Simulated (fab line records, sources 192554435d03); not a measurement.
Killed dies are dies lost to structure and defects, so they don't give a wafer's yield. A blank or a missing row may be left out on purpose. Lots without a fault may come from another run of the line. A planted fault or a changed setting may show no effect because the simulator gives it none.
Chamber matching | flow n5_finfet | N5_BEOL_M6_STRIP_67 on rie_diel-02: 4 sister chambers
The step strips in CF4. 4 wafers are shown with their chamber, then 7 later ones without.

WAFERS WITH THEIR CHAMBER
wafer  | chamber | showerhead_plenum_p_Torr (Torr)
L082.6 | 0       | 1.70
L085.1 | 1       | 1.72
L088.2 | 2       | 1.84
L088.3 | 3       | 1.71

WAFERS WITHOUT THEIR CHAMBER
wafer  | showerhead_plenum_p_Torr (Torr)
L088.5 | 1.69
L090.3 | 1.71
L090.5 | 1.71
L090.6 | 1.84
L092.2 | 1.69
L092.3 | 1.71
L092.5 | 1.71

WHICH CHAMBER EACH WENT THROUGH
wafer  | from the rows above          | in truth
L088.5 | can't be placed: 0 or 3      | 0
L090.3 | can't be placed: 3 or 0 or 1 | 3
L090.5 | can't be placed: 3 or 0 or 1 | 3
L090.6 | 2                            | 2
L092.2 | can't be placed: 0 or 3      | 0
L092.3 | can't be placed: 3 or 0 or 1 | 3
L092.5 | can't be placed: 3 or 0 or 1 | 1
Placed correctly: 1 of 7. Can't be placed from these rows: 6 (the true chamber is among the candidates in 6). Placed wrongly: 0.
How it was worked out, from the rows above alone: a wafer's distance from a chamber is the root of the sum, over the readings, of the square of ((its reading less the chamber's mean) divided by the reading's scatter). The wafer belongs to the nearest chamber; if the next one is less than 2 further off, it can't be placed. A chamber's mean is the mean of its shown wafers. The scatter: with one shown wafer a chamber, the root of the mean of the squares of how far each hidden wafer lies from its nearest shown one.
